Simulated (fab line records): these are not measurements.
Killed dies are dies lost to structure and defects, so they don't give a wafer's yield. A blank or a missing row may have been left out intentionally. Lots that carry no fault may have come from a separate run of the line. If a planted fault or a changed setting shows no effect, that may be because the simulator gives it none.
fab line records	flow nandHarc
record lots=5	wafers=15	lastDay=25
route steps=1159 shown A_CONTACT@946 END@1159
lots with no fault: from the same line, run without faults
startH: start of the lot's first displayed wafer, in hours after the record's first day	waitH: how many hours have passed since the lot's step before this one	" repeats the value in the row above	L1.1+2: a single row standing in for several wafers	- no value present, or no start provided	* or withheld: withheld	< > ~ a bound
route shown NAME@n: NAME is a module with steps in the file, n the number in the route of the first one	usual: the fault-free wafers' mean and standard deviation	same: alike in all rows	chamber/n: place in a boat	sites: readings site by site	_std_site: their standard deviation	_edge_site: outer sites' mean less inner sites'	radiusMm: how far each site lies from the wafer's centre	mask NAME#n: copy n	behind: the tool/chamber that last shaped the wafer	hold: reason for holding the lot/hours on hold/outcome of the hold	device: the transistor (n, p or np) that didn't switch	end of line: tests run on the same wafers once the route is complete	step lacking rows: just its recipe	killed: at the first sort, the dies lost to defects and structure; wafer yield is something else	map: shows each die of a wafer: x if killed, . if not, _ if none is there
set.NAME: setting as actually run; set.NAME@STEP: the setting as run at that earlier step	model.NAME: the simulator's own value behind a step, which no gauge read
certain route steps with their lots: each step a table, each wafer a row
services: a tool's chamber out of use, with start hour (startH, from the record's first day; less than 0 if before it), hours out, and reason
## steps
# step NHARC_A_CONTACT_ETCH_137
# recipe sourceW=withheld	pressureMtorr=20	biasV=3000	timeS=132	targetDepthA=12870	arFlowSccm=withheld	c4f8FlowSccm=withheld	o2FlowSccm=withheld	chemistry=C4F8/O2/Ar
# usual chamberPressureMTorr=20.000/0.02	oesAirLineAu=0.999/0.018
# same timeS=132
lot.wafer	tool	chamber	startH	waitH	chamberPressureMTorr	oesAirLineAu	rfHoursCounterH
L139.2	harCapEtch-02	1	405.89	0.1	20.030	0.997	13
L139.4	"	1	"	"	20.004	0.986	-
L139.5	"	0	"	"	20.021	0.998	-
L143.2	harCapEtch-01	0	453.77	0.1	19.995	0.994	70
L143.3	"	0	"	"	20.029	1.043	-
L143.4	"	1	"	"	20.025	0.993	-
L155.1	harCapEtch-02	1	509.89	0.1	19.994	0.995	30
L155.3	"	1	"	"	19.964	1.002	-
L155.6	"	1	"	"	19.986	1.020	-
L158.2	harCapEtch-01	1	533.36	0.1	20.011	0.978	85
L158.3	"	0	"	"	20.010	0.958	-
L158.5	"	1	"	"	20.004	0.994	-
L160.1	harCapEtch-03	1	533.57	0.1	20.003	1.020	105
L160.3	"	0	"	"	19.978	0.982	-
L160.6	"	0	"	"	20.008	0.984	-
# step NHARC_A_CONTACT_ETCH_138
# recipe sourceW=withheld	pressureMtorr=20	biasV=3000	timeS=132	targetDepthA=12890	arFlowSccm=withheld	c4f8FlowSccm=withheld	o2FlowSccm=withheld	chemistry=C4F8/O2/Ar
# step NHARC_A_CONTACT_ETCH_139
# recipe sourceW=withheld	pressureMtorr=20	biasV=400	timeS=137	targetDepthA=5900	arFlowSccm=withheld	c4f8FlowSccm=11.5	o2FlowSccm=7.2	chemistry=C4F8/O2/Ar
# usual chamberPressureMTorr=19.999/0.018	oesAirLineAu=1.002/0.022
# same timeS=137
lot.wafer	tool	chamber	startH	waitH	chamberPressureMTorr	oesAirLineAu	rfHoursCounterH
L139.2	harCapEtch-02	1	406.14	0.1	19.998	0.997	13
L139.4	"	1	"	"	19.977	1.016	-
L139.5	"	0	"	"	19.993	1.026	-
L143.2	harCapEtch-01	0	454.02	0.1	19.994	1.017	71
L143.3	"	0	"	"	19.992	1.009	-
L143.4	"	1	"	"	19.990	0.974	-
L155.1	harCapEtch-02	1	510.13	0.1	19.997	0.980	31
L155.3	"	1	"	"	19.991	0.978	-
L155.6	"	1	"	"	19.994	0.981	-
L158.2	harCapEtch-01	1	533.61	0.1	19.984	0.974	85
L158.3	"	0	"	"	20.003	1.006	-
L158.5	"	1	"	"	19.994	1.018	-
L160.1	harCapEtch-03	1	533.81	0.1	20.011	0.991	105
L160.3	"	0	"	"	20.007	1.009	-
L160.6	"	0	"	"	20.041	1.023	-
# step NHARC_A_CONTACT_ETCH_92
# recipe targetDepthA=400	overEtchFrac=0.5	timeS=85.7	ionEnergyEv=120	ch3fFlowSccm=50	o2FlowSccm=30	arFlowSccm=200	rfW=500	biasW=100	chemistry=CH3F/O2
# usual chamberPressureMTorr=25.002/0.023	drypumpMotorCurrentA=5.8/0.33	o2FlowSccm=30.00/0.084	oesProductAu=0.94/0.035	rfVppV=244.5/1.9	showerheadPlenumPTorr=2.47/0.13	throttleValvePct=20.663/0.0084
# same timeS=85.7
lot.wafer	tool	chamber	startH	waitH	chamberPressureMTorr	drypumpMotorCurrentA	o2FlowSccm	oesProductAu	rfHoursCounterH	rfVppV	showerheadPlenumPTorr	throttleValvePct
L139.2	rieDiel-03	1	406.56	0.4	24.982	6.4	30.00	0.91	4	243.9	2.37	20.661
L139.4	"	3	"	"	25.035	6.2	29.95	0.92	3	246.7	2.54	20.641
L139.5	"	1	"	"	25.002	6.4	30.07	0.91	-	244.6	2.37	20.665
L143.3	rieDiel-03	0	454.41	0.3	24.955	6.1	30.12	0.92	21	243.5	2.35	20.654
L143.4	"	1	"	"	25.034	6.4	29.90	0.91	20	242.2	2.36	20.662
L143.2	"	2	"	"	25.037	5.9	30.06	0.93	20	246.4	2.65	20.674
L155.3	rieDiel-06	1	510.55	0.3	24.953	5.8	29.96	0.93	16	244.5	2.44	20.659
L155.1	"	2	"	"	25.020	5.6	30.06	0.93	13	247.5	2.57	20.669
L155.6	"	0	"	"	24.998	5.4	30.08	0.93	-	241.8	2.34	20.675
L158.2	rieDiel-13	2	534.01	0.4	24.996	5.2	29.87	0.97	31	245.2	2.60	20.675
L158.3	"	3	"	"	24.950	6.1	30.01	1.01	30	247.6	2.65	20.662
L158.5	"	2	"	"	24.999	5.2	29.70	0.97	-	245.6	2.60	20.656
L160.1	rieDiel-13	1	534.21	0.4	25.000	5.8	30.03	0.93	30	242.4	2.31	20.663
L160.3	"	3	"	"	24.994	6.1	30.11	0.94	30	246.1	2.65	20.658
L160.6	"	1	"	"	25.020	5.8	30.08	0.93	-	241.3	2.31	20.668
# step NHARC_A_CONTACT_ETCH_98
# recipe targetDepthA=200	overEtchFrac=0.5	timeS=10	ionEnergyEv=250	c4f6FlowSccm=25	o2FlowSccm=20	arFlowSccm=500	rfW=600	biasW=500	chemistry=C4F6/O2
# step NHARC_A_CONTACT_CD_MEAS_15
# usual cdNm=90.2/0.68
lot.wafer	tool	chamber	startH	waitH	cdNm
L139.2	cdSem-02	-	406.78	-	90.2
L139.4	"	-	"	"	90.1
L139.5	"	-	"	"	90.2
L143.2	cdSem-02	-	454.63	-	90.1
L143.3	"	-	"	"	90.3
L143.4	"	-	"	"	90.6
L155.1	cdSem-01	-	510.80	-	89.2
L155.3	"	-	"	"	90.3
L155.6	"	-	"	"	90.2
L158.2	cdSem-03	-	534.27	-	91.0
L158.3	"	-	"	"	90.6
L158.5	"	-	"	"	92.0
L160.1	cdSem-02	-	534.44	-	88.9
L160.3	"	-	"	"	89.4
L160.6	"	-	"	"	89.7
# step NHARC_A_CONTACT_STRIP_107
# recipe n2FlowSccm=150	h2FlowSccm=150	arFlowSccm=0	biasW=0	chemistry=N2/H2
# step NHARC_A_CONTACT_STRIP_108
# recipe cf4FlowSccm=100	chf3FlowSccm=30	arFlowSccm=0	biasW=0	chemistry=CF4/CHF3
# step NHARC_A_CONTACT_STRIP_109
# recipe o2FlowSccm=400	cosFlowSccm=20	arFlowSccm=0	biasW=0	chemistry=O2/COS
# step NHARC_A_CONTACT_ETCH_110
# recipe targetDepthA=500	overetchA=50	timeS=27.5	ionEnergyEv=100	cf4FlowSccm=80	o2FlowSccm=20	arFlowSccm=0	rfW=300	biasW=100	chemistry=CF4/O2
# usual chamberPressureMTorr=30.002/0.027	drypumpMotorCurrentA=5.8/0.3	o2FlowSccm=20.01/0.056	oesProductAu=0.999/0.013	rfVppV=197.9/1.6	showerheadPlenumPTorr=1.34/0.069	throttleValvePct=13.399/0.0097
# same timeS=27.5
lot.wafer	tool	chamber	startH	waitH	chamberPressureMTorr	drypumpMotorCurrentA	o2FlowSccm	oesProductAu	rfHoursCounterH	rfVppV	showerheadPlenumPTorr	throttleValvePct
L139.2	rieDiel-03	3	407.07	0.1	29.990	6.2	20.05	0.993	3	198.5	1.38	13.413
L139.4	"	0	"	"	29.955	6.1	20.00	0.998	4	195.3	1.28	13.408
L139.5	"	1	"	"	30.019	6.4	20.08	0.975	-	195.7	1.29	13.398
L143.4	rieDiel-06	3	454.98	0.1	29.993	6.0	20.01	0.999	6	198.9	1.44	13.404
L143.3	"	1	"	"	30.035	5.8	19.99	1.017	5	198.0	1.33	13.393
L143.2	"	2	"	"	30.019	5.6	20.01	1.013	4	198.0	1.40	13.395
L155.3	rieDiel-06	0	511.09	0.1	29.999	5.4	19.91	1.001	18	195.2	1.27	13.406
L155.1	"	2	"	"	30.003	5.6	20.07	1.004	13	197.9	1.40	13.412
L155.6	"	0	"	"	30.007	5.4	20.01	0.995	-	195.1	1.27	13.395
L158.2	rieDiel-03	3	534.62	0.1	29.983	6.2	20.01	1.002	51	199.2	1.37	13.387
L158.3	"	1	"	"	29.975	6.3	20.01	0.997	53	196.5	1.28	13.373
L158.5	"	0	"	"	29.966	6.1	19.97	1.012	-	197.1	1.27	13.413
L160.3	rieDiel-06	1	534.73	0.1	30.034	5.8	20.02	1.011	20	196.5	1.33	13.401
L160.1	"	0	"	"	29.963	5.4	19.96	0.990	22	197.1	1.27	13.410
L160.6	"	1	"	"	29.980	5.8	20.07	1.019	-	198.0	1.33	13.389
# step NHARC_A_CONTACT_STRIP_26
# recipe o2FlowSccm=500	arFlowSccm=0	biasW=0	chemistry=O2
# step NHARC_A_CONTACT_STRIP_27
# recipe timeS=600	tempC=30	chemistry=postEtchResidueRemover
# step NHARC_A_CONTACT_ALD_18
# recipe targetThkA=30	pulseTimeS=1	aldCycles=150	tempC=450	material=TiN
# usual aldCycles=150/0	heaterPowerW=1096/110	precursorPulseHeightRel=1.000/0.02
lot.wafer	tool	chamber	startH	waitH	aldCycles	heaterPowerW	precursorPulseHeightRel
L139.4	aldMetal-02	3	407.71	-	150	1243	1.024
L139.2	"	2	"	"	150	970	1.010
L139.5	"	3	"	"	150	1185	1.009
L143.2	aldMetal-02	1	455.64	-	150	1120	1.008
L143.4	"	2	"	"	150	957	0.991
L143.3	"	0	"	"	106	1126	0.991
L155.3	aldMetal-03	1	511.73	-	150	976	1.019
L155.1	"	0	"	"	150	889	1.003
L155.6	"	1	"	"	150	987	0.995
L158.2	aldMetal-01	3	535.29	-	150	1161	1.024
L158.3	"	1	"	"	150	1237	0.983
L158.5	"	2	"	"	150	1196	1.016
L160.1	aldMetal-03	1	535.39	-	150	1005	1.005
L160.3	"	2	"	"	150	1084	0.973
L160.6	"	1	"	"	150	982	0.981
# step NHARC_A_CONTACT_CVD_19
# recipe targetThkA=3000	tempC=300	pressureTorr=40	wf6FlowSccm=40	h2FlowSccm=1600	arFlowSccm=1560	timeS=802	material=W
# usual heaterPowerW=453/31	throttleValvePct=8.03/0.26
# same timeS=802
lot.wafer	tool	chamber	startH	waitH	heaterPowerW	throttleValvePct
L139.2	cvdW-01	0	-	-	498	8.30
L139.4	"	0	"	"	489	8.50
L139.5	"	0	"	"	500	8.36
L143.2	cvdW-01	0	-	-	498	8.56
L143.4	"	0	"	"	489	8.41
L143.3	"	1	"	"	459	7.98
L155.1	cvdW-02	0	-	-	465	8.23
L155.3	"	1	"	"	403	7.86
L155.6	"	1	"	"	406	7.76
L158.2	cvdW-01	0	-	-	455	8.28
L158.3	"	0	"	"	475	8.13
L158.5	"	1	"	"	430	7.54
L160.1	cvdW-02	1	-	-	417	7.91
L160.3	"	1	"	"	408	7.77
L160.6	"	1	"	"	411	7.67
# step NHARC_END_SORT_01
# recipe tempC=25
# usual killedAtArray=24/8.7	killedAtOther=0.8/1.2	killedAtPeriphery=3.6/2.3	killedDies=28/8.9	killedOpen=3.2/1.9	killedShort=2.0/1.6
# same grossDies=677
lot.wafer	tool	chamber	startH	waitH	killedAtArray	killedAtOther	killedAtPeriphery	killedDies	killedOpen	killedShort
L139.2	prober-01	0	473.17	2.8	17	0	1	18	3	1
L139.4	prober-01	0	474.76	3.4	23	1	6	30	4	7
L139.5	prober-01	0	475.55	3.7	20	0	1	21	2	2
L143.2	prober-01	0	505.23	2.8	20	0	3	23	4	3
L143.3	prober-01	0	506.04	3.1	23	1	2	26	2	4
L143.4	prober-01	0	506.85	3.4	22	1	1	24	3	1
L158.2	prober-02	0	586.03	2.8	15	2	3	20	4	1
L158.3	prober-02	0	586.84	3.1	20	3	2	25	5	2
L158.5	prober-02	0	588.44	3.7	22	0	5	27	4	2
# killed by level:class
L139.2 A_STAIRCASE:chamberFilmFlake=4 A_SLIT:chamberFilmFlake=4 A_CONTACT:chamberFilmFlake=4 A_CONTACT:geometricParticle:open=2 A_CHANNEL_FILL_D1:geometricParticle:open=1 A_WL_FILL:geometricParticle:short=1 P_STI:chamberFilmFlake=1 A_CHANNEL_HOLE_D1:chamberFilmFlake=1
L139.4 A_SLIT:chamberFilmFlake=7 A_STAIRCASE:chamberFilmFlake=4 A_WL_FILL:geometricParticle:short=2 A_CONTACT:geometricParticle:open=2 A_M0:geometricParticle:short=2 P_ZERO_WELL:chamberFilmFlake=2 P_STI:chamberFilmFlake=2 P_M0:geometricParticle:short=1
L139.5 A_SLIT:chamberFilmFlake=12 A_CONTACT:chamberFilmFlake=2 P_M1:geometricParticle:short=1 A_ONON_D1:geometricParticle:open=1 A_CHANNEL_HOLE_D1:geometricParticle:short=1 A_CONTACT:geometricParticle:open=1 A_CHANNEL_HOLE_D1:chamberFilmFlake=1 A_WL_FILL:chamberFilmFlake=1
L143.2 A_CHANNEL_HOLE_D1:chamberFilmFlake=11 A_ONON_D1:geometricParticle:open=2 A_M0:geometricParticle:short=2 A_STAIRCASE:chamberFilmFlake=2 P_M2:geometricParticle:open=1 A_SOURCE_PLATE:geometricParticle:open=1 A_ONON_D1:geometricParticle:short=1 P_ZERO_WELL:chamberFilmFlake=1
L143.3 A_CHANNEL_HOLE_D1:chamberFilmFlake=18 P_GATE:geometricParticle:short=2 A_M0:geometricParticle:open=2 A_WL_FILL:geometricParticle:short=1 A_BLC:geometricParticle:short=1 A_STAIRCASE:chamberFilmFlake=1 THIN_TSV:chamberFilmFlake=1
L143.4 A_CHANNEL_HOLE_D1:chamberFilmFlake=16 A_CONTACT:chamberFilmFlake=2 A_ONON_D1:geometricParticle:open=1 A_ONON_D1:geometricParticle:short=1 A_CHANNEL_HOLE_D1:geometricParticle:open=1 A_CHANNEL_FILL_D1:geometricParticle:open=1 P_GATE:chamberFilmFlake=1 THIN_TSV:chamberFilmFlake=1
L158.2 A_CHANNEL_HOLE_D1:chamberFilmFlake=7 A_BLC:geometricParticle:open=2 A_WL_FILL:chamberFilmFlake=2 A_CONTACT:chamberFilmFlake=2 THIN_TSV:chamberFilmFlake=2 P_GATE:geometricParticle:open=1 P_M0:geometricParticle:open=1 A_BLC:geometricParticle:short=1
L158.3 A_CHANNEL_HOLE_D1:chamberFilmFlake=5 A_CONTACT:chamberFilmFlake=4 A_ZERO_WELL:chamberFilmFlake=3 THIN_TSV:chamberFilmFlake=3 P_GATE:geometricParticle:open=1 P_CONTACT:geometricParticle:open=1 A_CHANNEL_FILL_D1:geometricParticle:open=1 A_CONTACT:geometricParticle:open=1
L158.5 A_CHANNEL_HOLE_D1:chamberFilmFlake=10 A_CONTACT:chamberFilmFlake=4 A_STAIRCASE:chamberFilmFlake=3 A_CONTACT:geometricParticle:open=2 P_GATE:geometricParticle:short=1 P_CONTACT:geometricParticle:short=1 P_M1:geometricParticle:open=1 A_WL_FILL:geometricParticle:open=1
## services
tool	chamber	startH	hours	kind
aldMetal-01	2	389.51	7.5	repair
rieDiel-03	-	392.36	9.0	pm
rieDiel-03	0	392.36	9.0	ventCycle
rieDiel-03	1	392.36	9.0	ventCycle
rieDiel-03	2	392.36	9.0	ventCycle
rieDiel-03	3	392.36	9.0	ventCycle
rieDiel-06	0	397.46	-	clean
rieDiel-06	1	397.46	-	clean
rieDiel-06	2	397.46	-	clean
rieDiel-06	3	397.46	-	clean
rieDiel-03	0	401.36	-	clean
cvdW-02	0	410.45	3.2	repair
rieDiel-06	-	418.20	9.0	pm
rieDiel-13	-	453.37	9.0	pm
aldMetal-01	-	458.00	10.0	pm
aldMetal-03	-	461.90	4.2	repair
rieDiel-13	-	470.70	1.6	repair
cvdW-01	-	476.98	13.0	pm
aldMetal-01	3	489.51	3.3	repair
rieDiel-06	2	492.00	16.2	repair
aldMetal-03	-	500.00	10.0	pm
cvdW-02	-	510.92	0.2	repair
cvdW-02	-	525.95	2.7	repair
aldMetal-02	2	533.00	10.9	repair
## key
firstSign step=NHARC_A_CONTACT_ALD_18	reading=aldCycles	direction=down	sigmas=99+	usual=150	struck=106
effect none on later readings
metAt NHARC_A_CONTACT_ALD_18
struckWafers L143.3
testerLeftOut L143
fault kind=processParameterDrift	tool=aldMetal-02	chamber=0	onsetH=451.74	steps=NHARC_A_CONTACT_ALD_18	channel=aldCycles	offset=-44	shape=step	endH=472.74	actsIn=theseRecipesOnly	stated=150
# testerLeftOut: of these lots the tester's yield and bins aren't shown, on N5 and GAA mostly nor the transistor test; their killed dies are dies lost to structure and defects alone, not to doping, threshold or leakage, so they don't give the yield
